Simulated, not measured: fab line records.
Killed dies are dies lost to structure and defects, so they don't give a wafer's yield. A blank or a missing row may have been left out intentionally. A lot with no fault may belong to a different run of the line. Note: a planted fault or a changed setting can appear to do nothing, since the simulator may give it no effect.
Which tool was responsible? + flow nand_harc + 11 lots with 33 wafers sampled at 2 steps, on a route of 1302 steps

WHAT EACH GAUGE READ, for each wafer
NHARC_A_M1_OVL_MEAS_10: pitch 240 nm.
| lot  | measured     | on         | overlay_x_nm (nm) |
|------|--------------|------------|-------------------|
| L074 | day 23 14:46 | overlay-02 | -0.6 0.0 -0.1     |
| L077 | day 24 00:25 | overlay-01 | 1.2 1.2 1.5       |
| L079 | day 25 04:48 | overlay-01 | -1.3 -1.6 -1.7    |
| L081 | day 26 22:27 | overlay-02 | 0.4 0.4 0.7       |
| L083 | day 27 04:59 | overlay-01 | -0.7 -1.4 -1.0    |
| L086 | day 27 21:28 | overlay-01 | -0.7 -0.6 -0.2    |
| L087 | day 28 02:53 | overlay-01 | -0.2 -0.2 -0.5    |
| L088 | day 29 07:23 | overlay-02 | -0.2 -0.3 -0.5    |
| L092 | day 30 19:04 | overlay-01 | -2.0 -1.6 -2.0    |
| L093 | day 31 21:41 | overlay-01 | -1.1 -0.8 -1.3    |
| L095 | day 32 03:13 | overlay-02 | 0.2 0.3 0.4       |

WHAT TOOL EACH LOT RAN ON (gives the tool, then ch and the chambers of the sampled wafers, and finally the start)
| lot  | NHARC_A_BLC_STRIP_21               |
|------|------------------------------------|
| L074 | rie_diel-12 ch 0,1,3, day 23 07:46 |
| L077 | rie_diel-12 ch 1,2,3, day 23 17:44 |
| L079 | rie_diel-10 ch 2,3, day 24 22:04   |
| L081 | rie_diel-12 ch 0,1,3, day 26 15:36 |
| L083 | rie_diel-12 ch 1,2,3, day 26 22:10 |
| L086 | rie_diel-10 ch 0,3, day 27 14:43   |
| L087 | rie_diel-10 ch 0,1,2, day 27 20:05 |
| L088 | rie_diel-10 ch 0,1,2, day 29 00:35 |
| L092 | rie_diel-12 ch 0,3, day 30 12:20   |
| L093 | rie_diel-10 ch 1,2,3, day 31 14:25 |
| L095 | rie_diel-10 ch 0,1, day 31 20:18   |
- NHARC_A_BLC_STRIP_21: strips in O2.

THE ANSWER, worked out from the rows above alone
Rule: the usual values come from the lots themselves. The widest of any qualifying gaps counts: lots, ordered by their means at a reading, are off when they make up no more than a third of the lots, leave a main group of 4 or more, and stand apart from it by 3 or more times the standard deviation of that group's means. The tables above print the reading to a certain number of digits; a main group whose means all agree to those digits is not used. A lot without any number at a reading at which 4 lots or more have one is off too. Any other lot the step has rows for is counted as sound.
Across all readings shown, no lot is off: no conclusion can be drawn from this.

WHAT THE SIMULATOR HAD PUT IN
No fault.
